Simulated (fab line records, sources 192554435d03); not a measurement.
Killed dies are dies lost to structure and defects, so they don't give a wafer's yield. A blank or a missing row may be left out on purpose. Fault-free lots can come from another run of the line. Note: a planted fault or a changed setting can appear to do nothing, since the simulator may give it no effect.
Split-lot trial -- flow n5 finfet -- route with 1938 steps; 7 lots, 21 wafers read

THE SPLIT
At N5_BEOL_M4_COAT_67 (time 60 s, resist thk 60 nm), the setting spin rpm was moved away from the recipe's 1500 rpm on 9 of the 21 wafers read, by -8.7% to +10.5%. The other wafers ran this setting at the recipe's value.

FROM THE SPLIT TO THE READING: what the file shows between them, 8 steps
- N5_BEOL_M4_DESCUM_33: chemistry O2, time 7 s (also split here: time s)
- N5_BEOL_M4_ETCH_77: etches underlayer in N2/H2, target depth 6.5 nm, time 5.2 s
- N5_BEOL_M4_ETCH_69: etches SiARC in CF4, target depth 15.6 nm, time 26 s
- N5_BEOL_M4_ALD_98: deposits SiO2, target thk 2.5 nm, pulse time 1 s, co reactant pulse time 1 s
- N5_BEOL_M4_ETCHBACK_99: etches SiO2 in CHF3, target depth 5 nm, time 10.4 s
- N5_BEOL_M4_ETCH_70: etches SOC in N2/H2, target depth 80 nm, overetch 24 nm, time 130 s
- N5_BEOL_M4_STRIP_71: strips in N2/H2
- N5_BEOL_M4_STRIP_78: strips in N2/H2

THE READING
SOC_of_BEOL_M4_COAT_67.thk nm (the simulator's own value, which no gauge read), in nm, at N5_BEOL_M4_VIA_ETCH_34 (etches the open film in C4F6/O2, target depth 69.4 nm, time 65.9 s). The file gives no usual value for it. The 12 wafers here that ran the recipe average 52.0 nm, standard deviation 0.21 nm.

wafer,"tool, chamber at the split","spin rpm as run, rpm",against the recipe,"SOC_of_BEOL_M4_COAT_67.thk nm, nm",against lot-mates on the recipe
L074.3,"litho track-02, 0",1500,recipe,52.4,-
L074.5,"litho track-02, 0",1500,recipe,52,-
L074.6,"litho track-02, 0",1500,recipe,51.6,-
L076.1,"litho track-05, 0",1500,recipe,52,-
L076.3,"litho track-05, 0",1658,+10.5%,48.6,-3.5
L076.5,"litho track-05, 0",1500,recipe,52.2,-
L080.1,"litho track-02, 0",1370,-8.7%,54.2,no lot-mate on the recipe
L080.3,"litho track-02, 0",1370,-8.7%,54.6,no lot-mate on the recipe
L080.4,"litho track-02, 0",1370,-8.7%,54.4,no lot-mate on the recipe
L083.1,"litho track-05, 0",1500,recipe,51.8,-
L083.4,"litho track-05, 0",1500,recipe,52.2,-
L083.5,"litho track-05, 0",1500,recipe,52,-
L087.1,"litho track-02, 0",1433,-4.5%,53.6,+1.6
L087.5,"litho track-02, 0",1500,recipe,52,-
L087.6,"litho track-02, 0",1433,-4.5%,53.2,+1.2
L090.1,"litho track-02, 0",1500,recipe,51.8,-
L090.6,"litho track-02, 0",1500,recipe,51.8,-
L090.5,"litho track-02, 0",1570,+4.7%,50.8,-1.0
L093.2,"litho track-02, 0",1636,+9.1%,49,-2.8
L093.4,"litho track-02, 0",1500,recipe,51.8,-
L093.6,"litho track-02, 0",1636,+9.1%,49.2,-2.6

THE FIT
A straight line over all 21 wafers: SOC_of_BEOL_M4_COAT_67.thk nm changes by -0.301 nm for each +1% of spin rpm; r = -0.99; the points scatter about the line by 0.22 nm.
The same after taking each lot's own level away (the mean of its wafers on the recipe; 18 wafers): -0.307 nm for each +1%; r = -0.99; scatter 0.22 nm.
On that fit, the largest move of spin rpm shifts the reading by 3.2 nm.
The span of the lots' own levels, 51.80 to 52.10 nm, comes to 1.4 times the standard deviation stated above.
Hence the lot-to-lot level has little effect on the slope; both slopes agree.
Check: -3.07 nm against its lot-mates is what the line predicts for one of the wafers moved furthest among these (+10.5%) when that wafer is left out of the fit. Against them it came out at -3.5 nm.

THE OTHER SPLITS THESE WAFERS WENT THROUGH
Other splits were also applied to these wafers ahead of the reading. Each is held against what the fit with the lots' levels taken away leaves over:
other split on the same wafers,wafers away from the commonest value,r with SOC_of_BEOL_M4_COAT_67.thk nm (lot level and that fit taken away)
N5_BEOL_M2_TRENCH_ETCH_37 bias w,8,-0.08
N5_BEOL_M3_COAT_68 spin rpm,9,+0.00
N5_BEOL_M3_EXPOSE_25 dose mj,7,-0.05
N5_BEOL_M3_ETCH_77 h2 flow sccm,8,+0.28
N5_BEOL_M4_DESCUM_33 time s,6,-0.12

THE WHOLE CHAIN: every reading that the file lists as answering this split, in the file's order
step,what it does,reading,change (the file's fit),r (the file's)
N5_BEOL_M4_COAT_67,"time 60 s, resist thk 60 nm","SOC_of_BEOL_M4_COAT_67.thk nm (the simulator's own value, which no gauge read)",-0.298 nm for each +1% of the setting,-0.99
N5_BEOL_M4_ETCH_70,"etches SOC in N2/H2, target depth 80 nm, overetch 24 nm, time 130 s","etch.depth nm (the simulator's own value, which no gauge read)",-0.297 nm for each +1% of the setting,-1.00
N5_BEOL_M4_VIA_ETCH_34,"etches the open film in C4F6/O2, target depth 69.4 nm, time 65.9 s","SOC_of_BEOL_M4_COAT_67.thk nm (the simulator's own value, which no gauge read)",-0.308 nm for each +1% of the setting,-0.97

THE FILE'S OWN FIT
SOC_of_BEOL_M4_COAT_67.thk nm changes by -0.308 nm for each +1% of spin rpm, r = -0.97.
